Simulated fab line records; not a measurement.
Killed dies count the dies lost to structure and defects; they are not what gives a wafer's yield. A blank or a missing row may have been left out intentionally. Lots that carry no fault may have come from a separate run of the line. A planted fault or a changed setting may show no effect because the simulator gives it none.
fab line records	flow nand_harc
record lots=7	wafers=21	last_day=34
route steps=1302 shown A_STAIRCASE@667 END@1302
lots with no fault: from the same line, run without faults
start_h: hours from the record's first day to the start of the lot's first wafer shown	wait_h: hours since the lot's step before	" repeats the value in the row above	L1.1+2: one row covering several wafers at once	- no value present, or no start provided	* or withheld: withheld	< > ~ a bound
route shown NAME@n: a module of which the file shows steps, and the number in the route of the first	usual: average and standard deviation across the fault-free wafers	same: alike in all rows	chamber/n: place in a boat	sites: per-site readings	_std_site: the values' standard deviation	_edge_site: the outer-site mean with the inner-site mean subtracted	radius_mm: how far each site lies from the wafer's centre	mask NAME#n: copy n	behind: tool/chamber where the wafer was last shaped	hold: why the lot went on hold/how many hours it stayed there/how the hold came to an end	device: whichever transistor did not switch (one of n, p or np)	end of line: at the end of the route, the tests of the same wafers	a step without rows: its recipe alone	killed: at the first sort, the dies lost to defects and structure; wafer yield is something else	map: a wafer's dies, x killed, . not, _ none there
set.NAME: the setting as run; set.NAME@STEP: as run at that earlier step	model.NAME: the simulator's own value behind a step, which no gauge read
lots at some steps of the route; a table a step, a row a wafer
services: when a tool's chamber went out of use (start_h, in hours from the record's first day, below 0 if earlier), for how many hours, and the reason
## steps
# step NHARC_A_STAIRCASE_DESCUM_11
# recipe time_s=3	o2_flow_sccm=200	ar_flow_sccm=0	bias_power_w=0	chemistry=O2
# step NHARC_A_STAIRCASE_TRIM_12
# recipe time_s=211.2	o2_flow_sccm=500	ar_flow_sccm=0	bias_w=0	chemistry=O2
# usual chamber_pressure_mTorr=60.00/0.057	drypump_motor_current_A=5.9/0.42	mfc_ar_sccm=0.006/0.009	oes_product_au=1.002/0.0073	rf_vpp_V=57.7/0.8	showerhead_plenum_p_Torr=3.51/0.14	throttle_valve_pct=17.036/0.01
lot.wafer	tool	chamber	start_h	wait_h	chamber_pressure_mTorr	drypump_motor_current_A	mfc_ar_sccm	oes_product_au	rf_hours_counter_h	rf_vpp_V	showerhead_plenum_p_Torr	throttle_valve_pct
L476.2	rie_diel-10	3	369.83	0.1	59.91	5.3	0	1.008	39	58.3	3.57	17.028
L476.4	"	1	"	"	60.02	5.8	0.000	1.000	38	57.6	3.75	17.044
L476.3	"	2	"	"	60.01	6.4	0.012	1.019	41	56.8	3.40	17.034
L480.2	rie_diel-04	0	420.62	0.2	60.01	5.4	0.010	1.002	22	56.8	3.45	17.035
L480.3	"	1	"	"	60.13	6.4	0.005	1.007	18	57.6	3.51	17.071
L480.6	"	1	"	"	60.00	6.4	0.005	1.005	-	57.3	3.51	17.047
L482.1	rie_diel-10	3	439.20	0.1	60.02	5.4	0	1.000	2	57.4	3.55	17.053
L482.6	"	1	"	"	59.91	5.8	0.000	0.990	-	58.8	3.74	17.027
L482.4	"	2	"	"	60.08	6.4	0.012	1.010	-	59.2	3.39	17.018
L483.3	rie_diel-10	3	450.96	0.1	60.04	5.4	0	0.999	6	58.6	3.55	17.045
L483.6	"	3	"	"	59.93	5.3	0	0.998	-	58.1	3.55	17.018
L483.5	"	1	"	"	60.02	5.9	0.000	0.986	-	57.8	3.73	17.024
L491.3	rie_diel-03	1	508.64	0.1	59.98	5.2	0	1.000	13	58.3	3.77	17.031
L491.4	"	2	"	"	59.90	6.9	0	1.000	5	57.4	3.60	17.044
L491.5	"	0	"	"	59.93	6.2	0	0.982	-	57.7	3.76	17.035
L492.3	rie_diel-10	2	538.24	0.1	59.93	6.4	0.012	1.004	38	58.3	3.37	17.036
L492.4	"	3	"	"	60.01	5.4	0	0.991	39	58.2	3.53	17.034
L492.1	"	1	"	"	60.05	5.9	0.000	0.991	36	59.0	3.72	17.027
L497.3	rie_diel-04	0	599.57	0.1	60.06	5.4	0.010	1.004	19	57.8	3.42	17.044
L497.6	"	3	"	"	60.01	5.7	0	1.000	-	59.0	3.30	17.022
L497.5	"	0	"	"	59.95	5.4	0.010	0.998	-	56.4	3.42	17.034
# step NHARC_A_STAIRCASE_ETCH_13
# recipe target_depth_a=1000	time_s=40.5	ion_energy_ev=400	c4f8_flow_sccm=20	o2_flow_sccm=10	ar_flow_sccm=withheld	rf_w=600	bias_w=1000	chemistry=C4F8/O2
# step NHARC_A_STAIRCASE_TRIM_14
# recipe time_s=211.2	o2_flow_sccm=500	ar_flow_sccm=0	bias_w=0	chemistry=O2
# step NHARC_A_STAIRCASE_ETCH_15
# recipe target_depth_a=1000	time_s=40.5	ion_energy_ev=400	c4f8_flow_sccm=20	o2_flow_sccm=10	ar_flow_sccm=withheld	rf_w=600	bias_w=1000	chemistry=C4F8/O2
# usual chamber_pressure_mTorr=25.001/0.022	oes_product_au=0.944/0.0087	rf_vpp_V=895/5.1
lot.wafer	tool	chamber	start_h	wait_h	chamber_pressure_mTorr	oes_product_au	rf_hours_counter_h	rf_vpp_V
L476.2	rie_diel-10	0	-	-	25.001	0.937	34	895
L476.3	"	1	"	"	25.022	0.940	39	902
L476.4	"	2	"	"	25.015	0.945	41	892
L480.2	rie_diel-04	0	-	-	25.011	0.931	22	895
L480.3	"	1	"	"	24.999	0.930	19	895
L480.6	"	1	"	"	25.031	0.927	-	896
L482.1	rie_diel-10	3	-	-	24.975	0.944	2	898
L482.4	"	1	"	"	24.975	0.938	-	903
L482.6	"	2	"	"	24.997	0.931	-	890
L483.3	rie_diel-10	2	-	-	25.010	0.939	6	892
L483.5	"	3	"	"	24.993	0.930	-	898
L483.6	"	1	"	"	25.006	0.926	-	903
L491.3	rie_diel-03	2	-	-	24.965	0.943	6	899
L491.4	"	0	"	"	24.994	0.947	11	904
L491.5	"	3	"	"	25.053	0.947	-	899
L492.4	rie_diel-10	2	-	-	25.005	0.941	39	890
L492.3	"	3	"	"	25.000	0.943	39	896
L492.1	"	0	"	"	25.010	0.954	21	897
L497.3	rie_diel-04	3	-	-	24.988	0.956	14	888
L497.6	"	2	"	"	24.954	0.945	-	888
L497.5	"	3	"	"	24.995	0.951	-	887
# step NHARC_A_STAIRCASE_TRIM_16
# recipe time_s=211.2	o2_flow_sccm=500	ar_flow_sccm=0	bias_w=0	chemistry=O2
# usual chamber_pressure_mTorr=60.00/0.052	drypump_motor_current_A=5.9/0.41	mfc_ar_sccm=0.006/0.0092	oes_product_au=1.004/0.0074	rf_vpp_V=57.7/0.88	showerhead_plenum_p_Torr=3.51/0.14	throttle_valve_pct=17.036/0.009
lot.wafer	tool	chamber	start_h	wait_h	chamber_pressure_mTorr	drypump_motor_current_A	mfc_ar_sccm	oes_product_au	rf_hours_counter_h	rf_vpp_V	showerhead_plenum_p_Torr	throttle_valve_pct
L476.3	rie_diel-10	0	-	-	60.01	5.9	0	1.013	35	59.3	3.54	17.013
L476.4	"	1	"	"	59.96	5.8	0.000	1.005	39	57.8	3.75	17.027
L476.2	"	2	"	"	59.96	6.4	0.012	1.013	42	57.0	3.40	17.031
L480.3	rie_diel-04	0	-	-	59.99	5.4	0.010	1.000	22	57.4	3.45	17.046
L480.2	"	2	"	"	59.98	6.0	0.033	1.009	22	57.1	3.35	17.046
L480.6	"	1	"	"	60.01	6.4	0.005	1.001	-	56.6	3.51	17.029
L482.1	rie_diel-10	3	-	-	59.98	5.4	0	1.010	2	57.1	3.55	17.038
L482.6	"	3	"	"	60.09	5.3	0	1.012	-	57.0	3.55	17.028
L482.4	"	2	"	"	59.98	6.4	0.012	1.006	-	56.6	3.39	17.029
L483.3	rie_diel-10	1	-	-	60.03	5.9	0.000	1.003	6	60.4	3.73	17.036
L483.6	"	2	"	"	59.95	6.4	0.012	1.011	-	58.3	3.38	17.042
L483.5	"	1	"	"	60.05	5.9	0.000	1.000	-	58.0	3.73	17.028
L491.4	rie_diel-03	2	-	-	60.05	6.8	0	1.007	6	59.2	3.60	17.034
L491.3	"	3	"	"	59.92	6.1	0.004	1.016	14	57.6	3.62	17.035
L491.5	"	0	"	"	59.89	6.1	0	0.997	-	59.1	3.76	17.032
L492.3	rie_diel-10	0	-	-	59.98	5.9	0	1.016	21	58.2	3.52	17.035
L492.1	"	2	"	"	59.97	6.4	0.012	1.010	39	57.1	3.37	17.032
L492.4	"	3	"	"	59.94	5.3	0	1.013	40	56.9	3.53	17.037
L497.3	rie_diel-04	2	-	-	60.07	6.0	0.033	0.994	17	57.7	3.33	17.053
L497.6	"	0	"	"	60.02	5.4	0.010	1.005	-	57.3	3.42	17.037
L497.5	"	1	"	"	60.05	6.4	0.005	1.004	-	58.1	3.48	17.035
# step NHARC_A_STAIRCASE_ETCH_17
# recipe target_depth_a=1000	time_s=40.5	ion_energy_ev=400	c4f8_flow_sccm=20	o2_flow_sccm=10	ar_flow_sccm=withheld	rf_w=600	bias_w=1000	chemistry=C4F8/O2
# step NHARC_A_STAIRCASE_TRIM_18
# recipe time_s=211.2	o2_flow_sccm=500	ar_flow_sccm=0	bias_w=0	chemistry=O2
# usual chamber_pressure_mTorr=60.00/0.053	drypump_motor_current_A=5.9/0.41	mfc_ar_sccm=0.006/0.0092	oes_product_au=1.004/0.0067	rf_vpp_V=57.8/0.98	showerhead_plenum_p_Torr=3.51/0.14	throttle_valve_pct=17.036/0.0094
lot.wafer	tool	chamber	start_h	wait_h	chamber_pressure_mTorr	drypump_motor_current_A	mfc_ar_sccm	oes_product_au	rf_hours_counter_h	rf_vpp_V	showerhead_plenum_p_Torr	throttle_valve_pct
L476.3	rie_diel-10	3	-	-	59.95	5.4	0	1.004	40	58.3	3.57	17.018
L476.2	"	1	"	"	59.93	5.8	0.000	0.998	39	57.6	3.75	17.040
L476.4	"	2	"	"	59.99	6.4	0.012	1.003	42	56.9	3.40	17.040
L480.2	rie_diel-04	2	-	-	59.91	6.0	0.033	1.014	22	57.5	3.35	17.024
L480.3	"	1	"	"	60.00	6.4	0.005	1.010	19	56.7	3.51	17.007
L480.6	"	3	"	"	59.88	5.7	0	0.999	-	57.1	3.33	17.034
L482.1	rie_diel-10	1	-	-	59.96	5.8	0.000	1.000	2	59.6	3.74	17.050
L482.4	"	2	"	"	59.96	6.4	0.012	1.001	-	58.8	3.39	17.022
L482.6	"	3	"	"	59.98	5.3	0	1.003	-	57.6	3.55	17.037
L483.3	rie_diel-10	3	-	-	60.07	5.4	0	1.003	7	58.3	3.55	17.047
L483.6	"	3	"	"	60.01	5.3	0	1.016	-	58.2	3.55	17.025
L483.5	"	1	"	"	59.95	5.9	0.000	1.000	-	57.8	3.73	17.024
L491.3	rie_diel-03	3	-	-	60.03	6.1	0.004	1.018	14	59.7	3.62	17.033
L491.4	"	0	"	"	60.05	6.2	0	0.999	11	59.6	3.76	17.031
L491.5	"	3	"	"	59.99	6.1	0.004	1.016	-	57.6	3.61	17.024
L492.3	rie_diel-10	2	-	-	60.00	6.4	0.012	0.999	39	56.8	3.37	17.045
L492.4	"	3	"	"	60.02	5.4	0	0.995	40	59.4	3.53	17.039
L492.1	"	1	"	"	59.99	5.8	0.000	0.994	37	58.0	3.72	17.039
L497.3	rie_diel-04	1	-	-	59.95	6.4	0.005	1.002	20	59.2	3.48	17.037
L497.5	"	1	"	"	59.92	6.4	0.005	1.009	-	57.7	3.48	17.027
L497.6	"	2	"	"	60.00	6.0	0.033	0.995	-	58.9	3.33	17.035
# step NHARC_A_STAIRCASE_ETCH_19
# recipe target_depth_a=1000	time_s=40.5	ion_energy_ev=400	c4f8_flow_sccm=20	o2_flow_sccm=10	ar_flow_sccm=withheld	rf_w=600	bias_w=1000	chemistry=C4F8/O2
# usual chamber_pressure_mTorr=25.000/0.022	oes_product_au=0.943/0.0094	rf_vpp_V=895/5.4
lot.wafer	tool	chamber	start_h	wait_h	chamber_pressure_mTorr	oes_product_au	rf_hours_counter_h	rf_vpp_V
L476.2	rie_diel-10	1	-	-	25.000	0.947	39	904
L476.3	"	2	"	"	24.984	0.958	42	892
L476.4	"	3	"	"	24.982	0.958	40	898
L480.3	rie_diel-04	3	-	-	24.997	0.937	25	890
L480.2	"	0	"	"	24.986	0.943	23	893
L480.6	"	3	"	"	25.019	0.934	-	889
L482.1	rie_diel-10	2	-	-	25.010	0.941	2	891
L482.6	"	1	"	"	25.038	0.948	-	904
L482.4	"	3	"	"	24.988	0.939	-	897
L483.3	rie_diel-10	2	-	-	24.982	0.941	7	892
L483.6	"	1	"	"	25.023	0.936	-	903
L483.5	"	2	"	"	24.960	0.941	-	890
L491.4	rie_diel-03	1	-	-	25.011	0.958	13	906
L491.3	"	3	"	"	25.012	0.949	14	898
L491.5	"	1	"	"	24.998	0.952	-	904
L492.4	rie_diel-10	1	-	-	25.007	0.942	37	902
L492.3	"	2	"	"	25.011	0.941	40	889
L492.1	"	0	"	"	25.009	0.957	21	896
L497.3	rie_diel-04	3	-	-	25.009	0.955	14	886
L497.5	"	3	"	"	25.010	0.949	-	889
L497.6	"	0	"	"	25.020	0.951	-	893
# step NHARC_A_STAIRCASE_TRIM_20
# recipe time_s=211.2	o2_flow_sccm=500	ar_flow_sccm=0	bias_w=0	chemistry=O2
# step NHARC_A_STAIRCASE_ETCH_21
# recipe target_depth_a=1000	time_s=40.5	ion_energy_ev=400	c4f8_flow_sccm=20	o2_flow_sccm=10	ar_flow_sccm=withheld	rf_w=600	bias_w=1000	chemistry=C4F8/O2
# step NHARC_A_STAIRCASE_TRIM_22
# recipe time_s=211.2	o2_flow_sccm=500	ar_flow_sccm=0	bias_w=0	chemistry=O2
# usual chamber_pressure_mTorr=60.00/0.062	drypump_motor_current_A=5.9/0.41	mfc_ar_sccm=0.007/0.01	oes_product_au=1.004/0.0079	rf_vpp_V=57.8/0.89	showerhead_plenum_p_Torr=3.50/0.16	throttle_valve_pct=17.036/0.0091
lot.wafer	tool	chamber	start_h	wait_h	chamber_pressure_mTorr	drypump_motor_current_A	mfc_ar_sccm	oes_product_au	rf_hours_counter_h	rf_vpp_V	showerhead_plenum_p_Torr	throttle_valve_pct
L476.4	rie_diel-10	0	371.86	-	60.02	5.9	0	1.004	36	55.8	3.54	17.056
L476.3	"	2	"	"	60.01	6.4	0.012	1.009	42	57.7	3.40	17.029
L476.2	"	3	"	"	59.90	5.4	0	1.006	41	57.7	3.57	17.027
L480.2	rie_diel-04	2	422.75	-	59.94	6.0	0.033	1.024	22	57.1	3.35	17.028
L480.3	"	1	"	"	59.96	6.4	0.005	0.860	20	58.3	3.51	17.039
L480.6	"	2	"	"	59.98	6.0	0.033	1.014	-	56.8	3.35	17.032
L482.4	rie_diel-04	1	440.84	-	60.02	6.4	0.005	1.006	24	57.4	3.51	17.035
L482.1	"	2	"	"	59.92	6.0	0.033	0.853	27	57.0	3.35	17.038
L482.6	"	2	"	"	59.93	6.0	0.033	1.002	-	58.1	3.35	17.040
L483.3	rie_diel-04	1	452.71	0.2	60.00	6.4	0.005	0.853	-	57.7	3.51	17.026
L483.6	"	3	"	"	59.98	5.7	0	0.995	-	57.9	3.32	17.037
L483.5	"	1	"	"	60.04	6.4	0.005	0.850	-	56.7	3.51	17.036
L491.3	rie_diel-04	2	510.01	-	59.85	6.0	0.033	0.990	38	57.4	3.34	17.027
L491.5	"	1	"	"	60.05	6.4	0.005	1.001	-	57.9	3.49	17.026
L491.4	"	2	"	"	60.02	6.0	0.033	0.998	-	56.9	3.34	17.047
L492.4	rie_diel-10	1	540.14	-	59.98	5.8	0.000	1.003	37	58.7	3.72	17.029
L492.3	"	2	"	"	60.00	6.4	0.012	1.000	40	58.3	3.37	17.025
L492.1	"	0	"	"	59.92	5.9	0	1.019	22	59.2	3.52	17.017
L497.3	rie_diel-04	1	600.88	-	60.01	6.4	0.005	1.012	20	57.7	3.48	17.039
L497.5	"	3	"	"	59.95	5.7	0	1.000	-	56.8	3.30	17.018
L497.6	"	0	"	"	60.09	5.4	0.010	1.012	-	58.5	3.42	17.033
# step NHARC_A_STAIRCASE_ETCH_23
# recipe target_depth_a=1000	time_s=40.5	ion_energy_ev=400	c4f8_flow_sccm=20	o2_flow_sccm=10	ar_flow_sccm=withheld	rf_w=600	bias_w=1000	chemistry=C4F8/O2
# step NHARC_END_SORT_01
# recipe temp_c=25
# usual killed_at_array=63/18	killed_at_other=1.1/1.3	killed_at_periphery=4.3/2.8	killed_dies=68/18	killed_open=3.3/2	killed_short=2.4/1.6
# same gross_dies=677
lot.wafer	tool	chamber	start_h	wait_h	killed_at_array	killed_at_other	killed_at_periphery	killed_dies	killed_open	killed_short
L476.2	prober-01	0	581.60	2.8	47	0	3	50	1	1
L476.3	prober-01	0	582.40	3.1	47	0	2	49	2	1
L476.4	prober-01	0	583.20	3.4	55	0	4	59	5	0
L480.2	prober-01	0	722.05	2.8	83	1	10	94	3	2
L480.3	prober-01	0	722.84	3.1	71	0	3	74	4	0
L480.6	prober-01	0	725.21	4.0	85	0	8	93	4	0
L483.3	prober-01	0	730.56	3.1	60	2	5	67	3	6
L483.5	prober-01	0	732.14	3.7	56	1	7	64	4	0
L483.6	prober-01	0	732.93	4.0	17	0	7	24	2	5
L482.1	prober-01	0	736.74	2.5	69	0	3	72	6	2
L482.4	prober-01	0	739.15	3.4	62	2	4	68	4	4
L482.6	prober-01	0	740.76	4.0	58	3	6	67	8	2
L491.3	prober-02	0	754.10	3.1	77	0	3	80	0	2
L491.4	prober-02	0	754.89	3.4	80	0	6	86	2	2
L491.5	prober-02	0	755.69	3.7	61	0	3	64	1	4
L492.1	prober-02	0	774.28	2.5	62	0	4	66	4	3
L492.3	prober-02	0	775.90	3.1	58	0	3	61	3	2
L492.4	prober-02	0	776.71	3.4	57	0	5	62	4	4
L497.3	prober-02	0	809.31	3.1	55	0	2	57	1	5
L497.5	prober-02	0	810.90	3.7	39	0	1	40	3	2
L497.6	prober-02	0	811.69	4.0	46	1	6	53	2	3
# killed by level:class
L476.2 A_CHANNEL_HOLE_D2:chamber_film_flake=32 A_CHANNEL_HOLE_D1:chamber_film_flake=7 P_CONTACT:chamber_film_flake=3 A_WL_FILL:chamber_film_flake=2 A_SGD_CUT:geometric_particle:short=1 A_M0:geometric_particle:open=1 A_ZERO_WELL:chamber_film_flake=1 A_STAIRCASE:chamber_film_flake=1
L476.3 A_CHANNEL_HOLE_D2:chamber_film_flake=31 A_CHANNEL_HOLE_D1:chamber_film_flake=8 P_CONTACT:chamber_film_flake=2 A_WL_FILL:chamber_film_flake=2 A_ONON_D2:geometric_particle:short=1 A_CHANNEL_FILL_D2:geometric_particle:open=1 A_STAIRCASE:geometric_particle:open=1 A_ZERO_WELL:chamber_film_flake=1
L476.4 A_CHANNEL_HOLE_D2:chamber_film_flake=36 A_CHANNEL_HOLE_D1:chamber_film_flake=6 A_WL_FILL:chamber_film_flake=5 A_STAIRCASE:chamber_film_flake=4 A_CHANNEL_FILL_D1:chamber_film_flake=2 P_GATE:geometric_particle:open=1 P_M0:geometric_particle:open=1 P_M1:geometric_particle:open=1
L480.2 A_CHANNEL_HOLE_D2:chamber_film_flake=34 A_CHANNEL_HOLE_D1:chamber_film_flake=32 P_M1:chamber_film_flake=7 A_CONTACT:chamber_film_flake=5 A_STAIRCASE:chamber_film_flake=3 A_SGD_CUT:chamber_film_flake=2 P_GATE:geometric_particle:open=1 A_CHANNEL_HOLE_D1:geometric_particle:open=1
L480.3 A_CHANNEL_HOLE_D2:chamber_film_flake=30 A_CHANNEL_HOLE_D1:chamber_film_flake=18 A_SLIT:chamber_film_flake=4 A_CONTACT:chamber_film_flake=4 A_SGD_CUT:chamber_film_flake=3 A_CHANNEL_FILL_D2:chamber_film_flake=3 A_STAIRCASE:area_trim=3 P_M1:chamber_film_flake=2
L480.6 A_CHANNEL_HOLE_D1:chamber_film_flake=32 A_CHANNEL_HOLE_D2:chamber_film_flake=28 A_CONTACT:chamber_film_flake=6 P_M1:chamber_film_flake=5 A_SGD_CUT:chamber_film_flake=5 A_SLIT:chamber_film_flake=4 A_CHANNEL_FILL_D1:chamber_film_flake=2 A_CHANNEL_FILL_D2:chamber_film_flake=2
L483.3 A_STAIRCASE:area_trim=36 A_CHANNEL_HOLE_D1:chamber_film_flake=5 P_BONDPAD:chamber_film_flake=3 A_STAIRCASE:chamber_film_flake=3 A_DECK1_JOINT:geometric_particle:short=2 A_WL_FILL:geometric_particle:short=2 A_DECK1_JOINT:chamber_film_flake=2 A_CHANNEL_HOLE_D2:unspecified=2
L483.5 A_STAIRCASE:area_trim=44 P_BONDPAD:chamber_film_flake=5 A_SLIT:chamber_film_flake=3 A_M0:geometric_particle:open=2 P_GATE:chamber_film_flake=2 A_STAIRCASE:chamber_film_flake=2 A_CHANNEL_FILL_D1:geometric_particle:open=1 A_ONON_D2:geometric_particle:open=1
L483.6 A_WL_FILL:geometric_particle:short=3 P_GATE:chamber_film_flake=3 P_BONDPAD:chamber_film_flake=3 A_CHANNEL_HOLE_D1:chamber_film_flake=3 A_STAIRCASE:chamber_film_flake=2 A_CONTACT:chamber_film_flake=2 P_CONTACT:geometric_particle:open=1 A_DECK1_JOINT:geometric_particle:open=1
L482.1 A_CHANNEL_HOLE_D1:chamber_film_flake=34 A_CHANNEL_HOLE_D2:chamber_film_flake=12 A_STAIRCASE:area_trim=6 A_CONTACT:chamber_film_flake=5 A_M0:chamber_film_flake=3 A_ONON_D2:geometric_particle:open=2 P_GATE:geometric_particle:open=1 P_CONTACT:geometric_particle:short=1
L482.4 A_CHANNEL_HOLE_D1:chamber_film_flake=30 A_CHANNEL_HOLE_D2:chamber_film_flake=11 A_CONTACT:chamber_film_flake=6 A_STAIRCASE:chamber_film_flake=3 A_CHANNEL_FILL_D1:chamber_film_flake=2 A_SLIT:chamber_film_flake=2 THIN_TSV:chamber_film_flake=2 P_M0:geometric_particle:open=1
L482.6 A_CHANNEL_HOLE_D1:chamber_film_flake=31 A_CHANNEL_HOLE_D2:chamber_film_flake=10 A_STAIRCASE:chamber_film_flake=4 A_CONTACT:chamber_film_flake=4 THIN_TSV:chamber_film_flake=3 P_CONTACT:geometric_particle:open=2 P_M0:geometric_particle:open=2 A_WL_FILL:geometric_particle:open=2
L491.3 A_CHANNEL_HOLE_D1:chamber_film_flake=34 A_SLIT:chamber_film_flake=28 A_CONTACT:chamber_film_flake=6 A_STAIRCASE:chamber_film_flake=3 P_CONTACT:chamber_film_flake=2 A_CHANNEL_FILL_D1:chamber_film_flake=2 A_CONTACT:geometric_particle:short=1 A_BLC:geometric_particle:short=1
L491.4 A_SLIT:chamber_film_flake=33 A_CHANNEL_HOLE_D1:chamber_film_flake=30 P_CONTACT:chamber_film_flake=4 A_STAIRCASE:chamber_film_flake=3 A_SGD_CUT:chamber_film_flake=3 A_CONTACT:chamber_film_flake=3 A_DECK1_JOINT:chamber_film_flake=2 P_M0:geometric_particle:open=1
L491.5 A_CHANNEL_HOLE_D1:chamber_film_flake=28 A_SLIT:chamber_film_flake=21 A_WL_FILL:geometric_particle:short=3 A_CONTACT:chamber_film_flake=3 P_CONTACT:chamber_film_flake=2 A_SGD_CUT:chamber_film_flake=2 A_ONON_D2:geometric_particle:short=1 A_M0:geometric_particle:open=1
L492.1 A_CHANNEL_HOLE_D1:chamber_film_flake=33 A_SLIT:chamber_film_flake=8 A_STAIRCASE:chamber_film_flake=6 A_CHANNEL_HOLE_D2:chamber_film_flake=5 A_ONON_D2:geometric_particle:short=2 A_M1:geometric_particle:open=2 P_BONDPAD:chamber_film_flake=2 A_WL_FILL:chamber_film_flake=2
L492.3 A_CHANNEL_HOLE_D1:chamber_film_flake=35 A_STAIRCASE:chamber_film_flake=5 A_CHANNEL_HOLE_D2:chamber_film_flake=5 A_WL_FILL:chamber_film_flake=3 A_CONTACT:chamber_film_flake=3 A_DECK1_JOINT:chamber_film_flake=2 P_CONTACT:geometric_particle:open=1 A_ONON_D1:geometric_particle:short=1
L492.4 A_CHANNEL_HOLE_D1:chamber_film_flake=31 A_DECK1_JOINT:chamber_film_flake=5 A_CHANNEL_HOLE_D2:chamber_film_flake=4 A_STAIRCASE:chamber_film_flake=4 P_BONDPAD:chamber_film_flake=3 A_SLIT:chamber_film_flake=3 A_CONTACT:chamber_film_flake=3 A_ONON_D2:geometric_particle:open=2
L497.3 A_SLIT:chamber_film_flake=35 A_STAIRCASE:chamber_film_flake=5 A_CONTACT:chamber_film_flake=4 A_CHANNEL_HOLE_D1:geometric_particle:short=2 A_ONON_D2:geometric_particle:short=2 P_ZERO_WELL:chamber_film_flake=2 A_WL_FILL:geometric_particle:short=1 A_M1:geometric_particle:open=1
L497.5 A_SLIT:chamber_film_flake=27 A_CONTACT:chamber_film_flake=3 A_CHANNEL_HOLE_D2:chamber_film_flake=2 P_M0:geometric_particle:open=1 A_DECK1_JOINT:geometric_particle:short=1 A_DECK1_JOINT:geometric_particle:open=1 A_STAIRCASE:geometric_particle:open=1 A_BLC:geometric_particle:short=1
L497.6 A_SLIT:chamber_film_flake=34 P_ZERO_WELL:chamber_film_flake=2 A_CHANNEL_HOLE_D1:chamber_film_flake=2 A_M1:chamber_film_flake=2 P_ZERO_WELL:geometric_particle:open=1 P_CONTACT:geometric_particle:short=1 P_M1:geometric_particle:open=1 A_CHANNEL_HOLE_D1:geometric_particle:short=1
## services
tool	chamber	start_h	hours	kind
rie_diel-10	0	349.52	-	clean
rie_diel-10	1	349.52	-	clean
rie_diel-10	2	349.52	-	clean
rie_diel-10	3	349.52	-	clean
rie_diel-04	-	355.03	9.0	pm
rie_diel-10	0	374.02	-	clean
rie_diel-10	1	374.02	-	clean
rie_diel-10	2	374.02	-	clean
rie_diel-10	3	374.02	-	clean
rie_diel-10	1	378.57	7.1	repair
rie_diel-03	2	388.47	3.9	repair
rie_diel-10	0	398.52	-	clean
rie_diel-10	1	398.52	-	clean
rie_diel-10	0	408.18	57.3	repair
rie_diel-10	-	421.20	9.0	pm
rie_diel-04	3	426.47	1.7	repair
rie_diel-04	2	445.86	34.0	repair
rie_diel-03	-	460.74	9.0	pm
rie_diel-03	0	475.38	9.6	repair
rie_diel-03	2	490.23	16.0	repair
rie_diel-04	0	505.96	4.3	repair
rie_diel-04	2	523.84	18.4	repair
rie_diel-04	-	532.03	9.0	pm
rie_diel-10	-	598.20	9.0	pm
## key
first_sign step=NHARC_A_STAIRCASE_TRIM_22	reading=oes_product_au	direction=down	sigmas=19	usual=1.004	struck=0.854
effect none on later readings
met_at NHARC_A_STAIRCASE_TRIM_22
struck_wafers L480.3,L482.1,L483.3,L483.5
tester_left_out L480,L482,L483
fault kind=process_parameter_drift	tool=rie_diel-04	chamber=-	onset_h=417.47	steps=NHARC_A_STAIRCASE_TRIM_22	channel=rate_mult	offset=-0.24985	shape=step	end_h=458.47	scope=struck_wafers_only
# tester_left_out: of these lots the tester's yield and bins aren't shown, on N5 and GAA mostly nor the transistor test; their killed dies are dies lost to structure and defects alone, not to doping, threshold or leakage, so they don't give the yield
